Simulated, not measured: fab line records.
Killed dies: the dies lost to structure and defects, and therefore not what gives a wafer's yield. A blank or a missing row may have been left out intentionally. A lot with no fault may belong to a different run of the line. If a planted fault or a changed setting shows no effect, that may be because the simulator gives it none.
fab line records | flow nandHarc
record lots=10 wafers=30 lastDay=33
route steps=1302 shown A_M1@1199 A_BONDPAD@1219 THIN_TSV@1261 END@1302
lots that met no fault: taken from a fault-free run of the same line
startH: hours from the record's opening day to when the first of the lot's shown wafers began | waitH: time in hours since the lot's previous step | " same as the row above | L1.1+2: one row covering several wafers at once | - either no value or no given start | * or withheld: withheld | < > ~ a bound
route shown NAME@n: NAME is a module with steps in the file, n the number in the route of the first one | usual: mean/standard deviation taken from wafers without a fault | same: alike in all rows | chamber/n: place in a boat | sites: readings site by site | _std_site: their standard deviation | _edge_site: inner sites' mean taken away from outer sites' mean | radiusMm: for every site, how far away it sits from the centre of the wafer | mask NAME#n: copy n | behind: the most recent tool/chamber to have shaped the wafer | hold: why the lot went on hold/how many hours it stayed there/how the hold came to an end | device: the n, p or np transistor that did not switch | end of line: tests run on the same wafers once the route is complete | a step with no rows: only its recipe | killed: dies lost to structure and defects at the first sort, not the wafer's yield | map: a wafer's dies, marking killed ones x, the rest . and places with no die _
set.NAME: the setting the step ran with; set.NAME@STEP: the setting that earlier step ran with | model.NAME: the simulator's own value behind a step, which no gauge read
route steps across a sampled set of lots; one table per step, one row per wafer
services: when a tool's chamber went out of use (startH, in hours from the record's first day, below 0 if earlier), for how many hours, and the reason
## steps
# step NHARC_A_M1_INSPECT_27
# usual rawDefectCount=561/180
# columns lot.wafer tool chamber startH waitH rawDefectCount
L506.1 defectInspect-01 - 529.22 0.0 491
L506.2 " - " " 501
L506.5 " - " " 408
L505.1 defectInspect-02 - 540.53 0.0 556
L505.4 " - " " 697
L505.6 " - " " 439
L508.2 defectInspect-02 - 546.24 0.0 409
L508.3 " - " " 391
L508.6 " - " " 372
L507.2 defectInspect-01 - 546.79 0.0 343
L507.5 " - " " 459
L507.6 " - " " 484
L510.1 defectInspect-02 - 563.31 0.0 425
L510.2 " - " " 497
L510.6 " - " " 569
L512.2 defectInspect-02 - 594.18 0.0 547
L512.3 " - " " 498
L512.4 " - " " 640
L513.3 defectInspect-02 - 605.03 0.0 446
L513.5 " - " " 471
L513.6 " - " " 413
L521.2 defectInspect-01 - 692.09 0.0 526
L521.5 " - " " 505
L521.6 " - " " 496
L526.1 defectInspect-01 - 738.00 0.0 485
L526.2 " - " " 555
L526.5 " - " " 448
L528.1 defectInspect-02 - 741.01 0.0 477
L528.2 " - " " 529
L528.3 " - " " 558
# step NHARC_A_BONDPAD_ETCH_34
# recipe targetDepthA=600 overetchA=180 timeS=65.91 ionEnergyEv=200 n2FlowSccm=150 h2FlowSccm=150 arFlowSccm=0 rfW=400 biasW=150 chemistry=N2/H2
# usual drypumpMotorCurrentA=6.2/0.39 oesProductAu=1.000/0.013 rfFwdPowerW=396.0/1.9 rfVppV=430.8/2.9 showerheadPlenumPTorr=2.05/0.1 throttleValvePct=14.172/0.0089
# columns lot.wafer tool chamber startH waitH drypumpMotorCurrentA oesProductAu rfFwdPowerW rfHoursCounterH rfVppV showerheadPlenumPTorr throttleValvePct
L506.1 rieDiel-10 0 531.31 0.1 5.7 1.029 396.9 3 426.5 1.91 14.178
L506.2 " 3 " " 6.2 1.010 398.4 3 435.0 2.20 14.174
L506.5 " 0 " " 5.7 1.021 396.7 - 427.3 1.91 14.163
L505.1 rieDiel-10 3 542.63 0.1 6.2 1.010 397.1 3 435.1 2.20 14.168
L505.4 " 0 " " 5.7 1.021 397.1 3 427.9 1.91 14.190
L505.6 " 2 " " 5.8 1.035 395.9 - 432.0 2.09 14.172
L508.2 rieDiel-02 3 548.47 0.1 6.6 0.992 396.9 24 426.2 1.90 14.157
L508.3 " 2 " " 6.4 0.991 395.1 25 430.6 2.03 14.168
L508.6 " 3 " " 6.6 0.992 394.9 - 426.7 1.90 14.174
L507.2 rieDiel-02 2 549.08 0.1 6.4 0.998 397.6 25 430.8 2.03 14.182
L507.5 " 3 " " 6.6 0.979 393.1 - 427.2 1.90 14.177
L507.6 " 0 " " 6.2 0.979 399.1 - 434.6 2.15 14.165
L510.2 rieDiel-10 3 565.55 0.1 6.2 1.029 398.6 4 435.5 2.20 14.169
L510.1 " 0 " " 5.7 1.021 395.2 3 427.4 1.91 14.162
L510.6 " 3 " " 6.2 1.029 397.2 - 435.4 2.20 14.174
L512.4 rieDiel-02 2 596.58 0.1 6.5 0.993 392.9 2 430.4 2.02 14.151
L512.2 " 3 " " 6.6 0.999 393.0 1 426.2 1.90 14.166
L512.3 " 1 " " 6.6 0.993 397.2 2 428.9 2.01 14.156
L513.3 rieDiel-09 2 607.15 0.1 5.1 0.985 397.9 33 434.4 2.21 14.170
L513.5 " 3 " " 5.2 0.990 396.7 - 428.7 1.98 14.171
L513.6 " 0 " " 5.7 0.985 399.1 - 433.0 2.16 14.151
L521.2 rieDiel-10 0 694.20 0.1 5.7 1.014 395.5 2 428.1 1.91 14.192
L521.5 " 2 " " 5.8 0.983 396.7 - 432.2 2.09 14.177
L521.6 " 3 " " 6.2 0.994 396.6 - 435.4 2.20 14.163
L526.1 rieDiel-02 1 740.90 0.1 6.6 0.989 397.5 26 428.6 2.00 14.178
L526.2 " 2 " " 6.5 1.000 396.4 24 430.7 2.02 14.168
L526.5 " 1 " " 6.6 0.995 395.9 - 428.3 2.00 14.175
L528.2 rieDiel-02 2 743.33 0.1 6.4 0.995 396.2 24 430.0 2.02 14.169
L528.1 " 3 " " 6.6 1.007 393.6 20 425.6 1.89 14.188
L528.3 " 0 " " 6.1 1.006 396.8 24 432.4 2.14 14.159
# step NHARC_THIN_TSV_DESCUM_14
# recipe timeS=3 o2FlowSccm=200 arFlowSccm=0 biasPowerW=0 chemistry=O2
# usual drypumpMotorCurrentA=5.7/0.32 oesProductAu=1.000/0.015 rfVppV=57.9/0.96 showerheadPlenumPTorr=1.92/0.08 throttleValvePct=11.311/0.0076
# columns lot.wafer tool chamber startH waitH drypumpMotorCurrentA oesProductAu rfHoursCounterH rfVppV showerheadPlenumPTorr throttleValvePct
L506.2 rieDiel-03 2 547.14 - 6.2 0.995 5.2 56.9 1.91 11.309
L506.1 " 3 " " 5.8 0.983 5.5 58.8 2.06 11.316
L506.5 " 0 " " 5.3 1.016 - 58.9 2.00 11.317
L505.1 rieDiel-01 3 557.76 - 5.9 0.988 8.3 58.4 1.79 11.302
L505.6 " 0 " " 5.2 0.995 - 58.9 1.88 11.315
L505.4 " 3 " " 5.9 0.999 - 57.8 1.79 11.311
L508.3 rieDiel-11 0 563.31 - 6.1 1.013 5.5 58.2 1.85 11.323
L508.2 " 2 " " 5.8 1.005 6.8 57.1 1.90 11.313
L508.6 " 1 " " 6.0 0.986 - 56.1 1.89 11.302
L507.2 rieDiel-11 0 564.65 - 6.1 1.016 5.8 57.9 1.85 11.318
L507.6 " 0 " " 6.1 1.014 - 56.0 1.85 11.316
L507.5 " 1 " " 6.0 0.979 - 57.9 1.89 11.315
L510.1 rieDiel-11 2 581.02 - 5.8 0.983 7.9 57.3 1.90 11.311
L510.2 " 3 " " 5.4 0.969 7.5 60.4 2.02 11.316
L510.6 " 2 " " 5.8 0.985 - 58.5 1.90 11.299
L512.2 rieDiel-01 1 614.32 - 5.8 0.982 1.0 58.9 2.03 11.301
L512.3 " 0 " " 5.2 1.031 1.1 59.1 1.88 11.310
L512.4 " 2 " " 5.7 1.000 - 57.2 1.92 11.312
L513.3 rieDiel-01 2 622.04 - 5.7 0.990 1.7 56.7 1.92 11.314
L513.6 " 0 " " 5.2 1.018 - 57.4 1.88 11.317
L513.5 " 2 " " 5.8 0.995 - 60.6 1.92 11.310
L521.2 rieDiel-01 0 711.88 - 5.2 1.018 5.7 57.8 1.88 11.313
L521.5 " 2 " " 5.7 1.011 - 57.5 1.92 11.297
L521.6 " 3 " " 5.8 1.014 - 58.5 1.78 11.311
L526.2 rieDiel-03 3 755.82 - 5.8 0.993 7.7 58.3 2.06 11.303
L526.1 " 1 " " 5.4 0.978 8.6 57.1 1.87 11.317
L526.5 " 3 " " 5.8 0.991 - 57.8 2.06 11.307
L528.2 rieDiel-11 1 757.00 - 6.1 0.983 8.8 58.6 1.88 11.318
L528.1 " 2 " " 5.8 0.983 7.9 57.0 1.90 11.298
L528.3 " 3 " " 5.3 1.007 7.5 58.2 2.02 11.305
# step NHARC_THIN_TSV_ETCH_44
# recipe targetDepthA=15942 timeS=797.1 cf4FlowSccm=150 o2FlowSccm=10 arFlowSccm=0 rfW=300 biasW=800 chemistry=CF4/O2
# usual drypumpMotorCurrentA=5.7/0.31 oesProductAu=0.998/0.015 rfFwdPowerW=299.6/0.93 rfVppV=796/4.4 showerheadPlenumPTorr=1.85/0.07 throttleValvePct=16.914/0.0084
# columns lot.wafer tool chamber startH waitH drypumpMotorCurrentA oesProductAu rfFwdPowerW rfHoursCounterH rfVppV showerheadPlenumPTorr throttleValvePct
L506.1 rieDiel-03 1 547.20 0.1 5.4 0.989 298.2 5.3 791 1.79 16.922
L506.2 " 3 " " 5.8 0.985 298.4 5.7 802 1.96 16.909
L506.5 " 1 " " 5.4 0.990 299.6 - 792 1.79 16.909
L505.4 rieDiel-03 3 557.86 0.1 5.8 0.987 299.7 6.1 803 1.96 16.906
L505.1 " 0 " " 5.3 1.020 301.0 6.2 799 1.91 16.910
L505.6 " 0 " " 5.4 1.002 298.7 - 800 1.91 16.901
L508.2 rieDiel-11 1 563.39 0.1 6.0 0.993 301.2 6.9 793 1.81 16.905
L508.3 " 3 " " 5.4 0.969 299.7 6.7 800 1.93 16.918
L508.6 " 1 " " 6.0 0.999 300.3 - 794 1.81 16.915
L507.2 rieDiel-11 1 564.85 0.2 6.0 0.996 300.0 7.4 793 1.81 16.915
L507.6 " 3 " " 5.3 0.978 300.5 - 800 1.93 16.912
L507.5 " 0 " " 6.1 1.026 299.5 - 791 1.77 16.908
L510.2 rieDiel-11 1 581.22 0.2 6.1 0.978 300.6 7.9 792 1.81 16.925
L510.1 " 2 " " 5.8 0.998 298.2 8.0 794 1.82 16.910
L510.6 " 0 " " 6.1 1.019 298.9 - 790 1.77 16.916
L512.2 rieDiel-01 1 614.42 0.1 5.8 0.978 299.1 1.2 801 1.94 16.912
L512.3 " 2 " " 5.8 1.009 299.5 1.2 794 1.84 16.914
L512.4 " 2 " " 5.7 0.997 298.8 - 795 1.84 16.908
L513.3 rieDiel-01 1 622.27 0.2 5.8 0.993 299.3 1.7 803 1.94 16.920
L513.6 " 0 " " 5.2 1.019 300.5 - 793 1.80 16.904
L513.5 " 1 " " 5.8 0.990 298.9 - 800 1.94 16.915
L521.2 rieDiel-01 0 712.12 0.2 5.2 1.015 299.7 5.8 791 1.80 16.919
L521.6 " 1 " " 5.8 0.991 301.7 - 801 1.94 16.926
L521.5 " 2 " " 5.7 1.252 419.6 - 796 1.84 16.906
L526.2 rieDiel-03 0 755.89 0.1 5.4 1.010 300.3 7.8 799 1.91 16.900
L526.1 " 2 " " 6.2 0.981 300.4 8.7 794 1.83 16.919
L526.5 " 0 " " 5.4 1.015 299.7 - 797 1.91 16.912
L528.1 rieDiel-11 1 757.09 0.1 6.1 0.970 300.3 8.9 793 1.81 16.906
L528.2 " 2 " " 5.8 0.993 299.3 8.0 793 1.82 16.906
L528.3 " 0 " " 6.0 1.000 298.9 8.6 790 1.77 16.893
# step NHARC_END_SORT_01
# recipe tempC=25
# usual defectLimitedYield=92.7/2.6 killedAtArray=45/18 killedAtOther=0.9/1.3 killedAtPeriphery=3.7/2.2 killedDies=50/18 killedOpen=3.2/1.9 killedShort=2.4/1.6 sort_bin_2_pct=2.5/1.1 sort_bin_3_pct=0.6/0.36 sort_bin_4_pct=4.3/1.5 sortNPass=627/18 sortRimYieldPct=92/4.3 sortYieldPct=92.7/2.6
# same grossDies=677 sort_bin_5_pct[%]=0 sort_bin_6_pct[%]=0 sort_bin_7_pct[%]=0 sort_bin_8_pct[%]=0 sortRimNGross=106.00
# columns lot.wafer tool chamber startH waitH defectLimitedYield[%] killedAtArray killedAtOther killedAtPeriphery killedDies killedOpen killedShort sort_bin_2_pct[%] sort_bin_3_pct[%] sort_bin_4_pct[%] sortNPass sortRimYieldPct[%] sortYieldPct[%]
L505.1 prober-02 0 572.63 2.5 92.2 44 0 9 53 2 4 2.8 0.6 4.4 624 90 92.2
L505.4 prober-02 0 575.06 3.4 89.4 66 2 4 72 3 2 4.1 0.7 5.8 605 95 89.4
L505.6 prober-02 0 576.67 4.0 90.7 57 2 4 63 1 3 2.4 1.0 5.9 614 92 90.7
L512.2 prober-01 0 630.01 2.8 87.9 78 0 4 82 3 6 4.3 1.5 6.4 595 86 87.9
L512.3 prober-01 0 630.81 3.1 88.9 74 1 0 75 4 1 4.9 0.7 5.5 602 89 88.9
L512.4 prober-01 0 631.61 3.4 87.9 80 0 2 82 3 2 4.3 1.9 5.9 595 89 87.9
L521.2 prober-01 0 727.41 2.8 91.9 55 0 0 55 3 1 2.4 0.4 5.3 622 96 91.9
L521.5 prober-01 0 729.82 3.7 93.1 44 0 3 47 7 1 2.7 0.4 3.8 630 97 93.1
L521.6 prober-01 0 730.62 4.0 93.8 40 0 2 42 7 0 1.5 0.4 4.3 635 88 93.8
L526.1 prober-02 0 781.68 2.5 96.9 13 1 7 21 4 3 0.6 0.1 2.4 656 94 96.9
L526.2 prober-02 0 782.47 2.8 98.1 10 1 2 13 1 4 0.7 0 1.2 664 97 98.1
L526.5 prober-02 0 784.84 3.7 96.2 20 2 4 26 4 2 1.0 0.1 2.7 651 95 96.2
# killed by level:class
L505.1 A_SLIT:chamberFilmFlake=20 A_CHANNEL_HOLE_D1:chamberFilmFlake=10 P_GATE:chamberFilmFlake=8 A_CHANNEL_HOLE_D2:chamberFilmFlake=5 P_M1:geometricParticle:short=1 A_CHANNEL_FILL_D1:geometricParticle:open=1 A_ONON_D2:geometricParticle:open=1 A_ONON_D2:geometricParticle:short=1
L505.4 A_CHANNEL_HOLE_D1:chamberFilmFlake=28 A_SLIT:chamberFilmFlake=22 A_CONTACT:unspecified=3 A_CONTACT:chamberFilmFlake=3 A_ONON_D2:geometricParticle:open=2 A_CHANNEL_FILL_D1:chamberFilmFlake=2 A_CHANNEL_HOLE_D2:chamberFilmFlake=2 THIN_TSV:chamberFilmFlake=2
L505.6 A_CHANNEL_HOLE_D1:chamberFilmFlake=29 A_SLIT:chamberFilmFlake=11 A_CHANNEL_HOLE_D2:chamberFilmFlake=6 A_CONTACT:chamberFilmFlake=4 A_WL_FILL:geometricParticle:short=2 P_GATE:chamberFilmFlake=2 A_CHANNEL_FILL_D1:chamberFilmFlake=2 THIN_TSV:chamberFilmFlake=2
L512.2 A_SLIT:chamberFilmFlake=28 A_CHANNEL_HOLE_D2:chamberFilmFlake=16 A_CHANNEL_HOLE_D1:chamberFilmFlake=12 A_STAIRCASE:chamberFilmFlake=4 A_WL_FILL:chamberFilmFlake=4 A_CONTACT:chamberFilmFlake=3 P_M0:geometricParticle:open=2 A_M0:geometricParticle:short=2
L512.3 A_SLIT:chamberFilmFlake=38 A_CHANNEL_HOLE_D1:chamberFilmFlake=12 A_CHANNEL_HOLE_D2:chamberFilmFlake=11 A_STAIRCASE:chamberFilmFlake=4 A_M0:geometricParticle:open=3 A_SGD_CUT:chamberFilmFlake=2 A_WL_FILL:geometricParticle:short=1 STARTING-WAFER:geometricParticle:open=1
L512.4 A_CHANNEL_HOLE_D2:chamberFilmFlake=33 A_SLIT:chamberFilmFlake=20 A_CHANNEL_HOLE_D1:chamberFilmFlake=15 A_DECK1_JOINT:chamberFilmFlake=3 P_CONTACT:geometricParticle:open=2 A_CONTACT:chamberFilmFlake=2 A_ONON_D1:geometricParticle:short=1 A_CHANNEL_FILL_D1:geometricParticle:short=1
L521.2 A_SLIT:chamberFilmFlake=37 A_CHANNEL_HOLE_D1:chamberFilmFlake=6 A_CONTACT:chamberFilmFlake=4 A_STAIRCASE:chamberFilmFlake=3 A_CHANNEL_FILL_D1:geometricParticle:open=1 A_CHANNEL_FILL_D1:geometricParticle:short=1 A_DECK1_JOINT:geometricParticle:open=1 A_M0:geometricParticle:open=1
L521.5 A_SLIT:chamberFilmFlake=27 A_STAIRCASE:chamberFilmFlake=5 A_ONON_D2:geometricParticle:open=3 A_CONTACT:chamberFilmFlake=3 P_GATE:geometricParticle:open=2 A_CHANNEL_HOLE_D1:chamberFilmFlake=2 A_CHANNEL_FILL_D1:geometricParticle:open=1 A_DECK1_JOINT:geometricParticle:short=1
L521.6 A_SLIT:chamberFilmFlake=16 A_STAIRCASE:chamberFilmFlake=6 A_CONTACT:chamberFilmFlake=6 A_CHANNEL_HOLE_D1:chamberFilmFlake=3 P_CONTACT:geometricParticle:open=2 A_ONON_D2:geometricParticle:open=2 A_ZERO_WELL:chamberFilmFlake=2 A_WL_FILL:chamberFilmFlake=2
L526.1 P_M0:geometricParticle:open=3 A_SLIT:chamberFilmFlake=3 A_CONTACT:chamberFilmFlake=3 A_CHANNEL_FILL_D2:geometricParticle:short=2 A_DECK1_JOINT:chamberFilmFlake=2 P_CONTACT:geometricParticle:open=1 P_CONTACT:geometricParticle:short=1 P_ZERO_WELL:chamberFilmFlake=1
L526.2 A_SLIT:chamberFilmFlake=3 A_WL_FILL:geometricParticle:short=2 A_CHANNEL_FILL_D1:chamberFilmFlake=2 P_CONTACT:geometricParticle:short=1 A_CHANNEL_FILL_D2:geometricParticle:open=1 A_CHANNEL_FILL_D2:geometricParticle:short=1 P_ZERO_WELL:chamberFilmFlake=1 A_CONTACT:chamberFilmFlake=1
L526.5 A_SLIT:chamberFilmFlake=5 A_CONTACT:chamberFilmFlake=4 P_GATE:chamberFilmFlake=2 A_DECK1_JOINT:chamberFilmFlake=2 THIN_TSV:chamberFilmFlake=2 P_M1:geometricParticle:open=1 A_SOURCE_PLATE:geometricParticle:open=1 A_CHANNEL_HOLE_D1:geometricParticle:open=1
## services
# columns tool chamber startH hours kind
rieDiel-09 - 507.54 1.2 repair
rieDiel-11 0 508.75 3.9 repair
rieDiel-11 1 510.40 - clean
rieDiel-02 0 513.70 3.2 repair
rieDiel-11 0 513.96 1.6 repair
rieDiel-09 1 514.45 2.4 repair
rieDiel-01 1 521.36 36.9 repair
rieDiel-01 - 570.54 0.2 repair
rieDiel-02 - 571.04 9.0 pm
rieDiel-10 3 579.86 1.5 repair
rieDiel-10 0 592.31 5.1 repair
rieDiel-10 - 596.52 9.0 pm
rieDiel-02 3 603.32 5.1 repair
rieDiel-01 3 609.18 16.8 repair
rieDiel-11 - 629.40 9.0 pm
rieDiel-03 - 635.30 9.0 pm
rieDiel-09 0 651.53 2.5 repair
rieDiel-09 0 658.66 1.4 repair
rieDiel-09 - 674.51 9.0 pm
rieDiel-11 1 697.63 4.5 repair
rieDiel-10 - 720.93 0.7 repair
rieDiel-01 - 734.80 9.0 pm
rieDiel-02 - 748.04 9.0 pm
rieDiel-09 1 754.31 6.6 repair
## key
firstSign step=NHARC_THIN_TSV_ETCH_44 reading=rfFwdPowerW direction=up sigmas=99+ usual=* struck=*
effect step=NHARC_THIN_TSV_ETCH_44 reading=oesProductAu direction=up sigmas=17 usual=0.998 struck=1.252
metAt NHARC_THIN_TSV_ETCH_44
struckLots L521
struckWafers L521.5
notActingAt NHARC_A_M1_INSPECT_27,NHARC_A_BONDPAD_ETCH_34,NHARC_THIN_TSV_DESCUM_14
onsetBetween 614.42 712.12
fault kind=processParameterDrift tool=rieDiel-01 chamber=2 onsetH=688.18 steps=NHARC_THIN_TSV_ETCH_44 channel=rfW offset=* shape=step endH=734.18 actsIn=* stated=*
